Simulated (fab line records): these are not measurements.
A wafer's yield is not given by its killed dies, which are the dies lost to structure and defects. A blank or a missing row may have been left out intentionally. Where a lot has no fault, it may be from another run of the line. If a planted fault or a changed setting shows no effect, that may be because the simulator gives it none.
Which of the tools did it? -- flow nand harc -- route of 1302 steps, sampled at 1 step: 12 lots, 36 wafers

WHAT THE GAUGES READ, wafer by wafer
NHARC_A_SGD_CUT_CD_MEAS_09: the cd target is 100 nm.
lot,measured,on,cd nm (nm)
L075,day 20 03:29,cd sem-02,100.6 99.5 99.8
L078,day 20 18:20,cd sem-03,99.9 99.8 99.5
L079,day 21 09:45,cd sem-03,99.1 99.9 99.5
L081,day 22 14:09,cd sem-02,100.9 100.0 100.5
L083,day 23 00:14,cd sem-03,100.2 100.8 100.6
L086,day 24 02:28,cd sem-03,99.5 99.4 99.3
L085,day 24 02:55,cd sem-02,100.1 100.6 100.5
L089,day 24 14:35,cd sem-03,99.9 99.9 99.9
L091,day 26 08:40,cd sem-01,100.5 100.4 100.0
L093,day 27 09:16,cd sem-01,100.8 100.3 100.6
L095,day 27 19:53,cd sem-02,100.3 100.6 100.7
L097,day 28 06:47,cd sem-03,99.7 100.3 100.1

EACH LOT AND THE TOOL THAT RAN IT (in order: tool; ch and the chambers of the sampled wafers; start)
No process step before these readings appears in the record.

THE ANSWER, worked out from the rows above alone
Rule: the lots themselves supply what counts as usual. The widest of any qualifying gaps counts: lots, ordered by their means at a reading, are off when they make up no more than a third of the lots, leave a main group of 4 or more, and stand apart from it by 3 or more times the standard deviation of that group's means. A main group is skipped when, at the precision printed for the reading in the tables above, its means are all equal. Also off: a lot with no number at a reading for which 4 or more lots have one. The other lots that the step has rows for count as sound.
No lot is off at any reading shown: from this, nothing can be told.

WHAT THE SIMULATOR PUT IN
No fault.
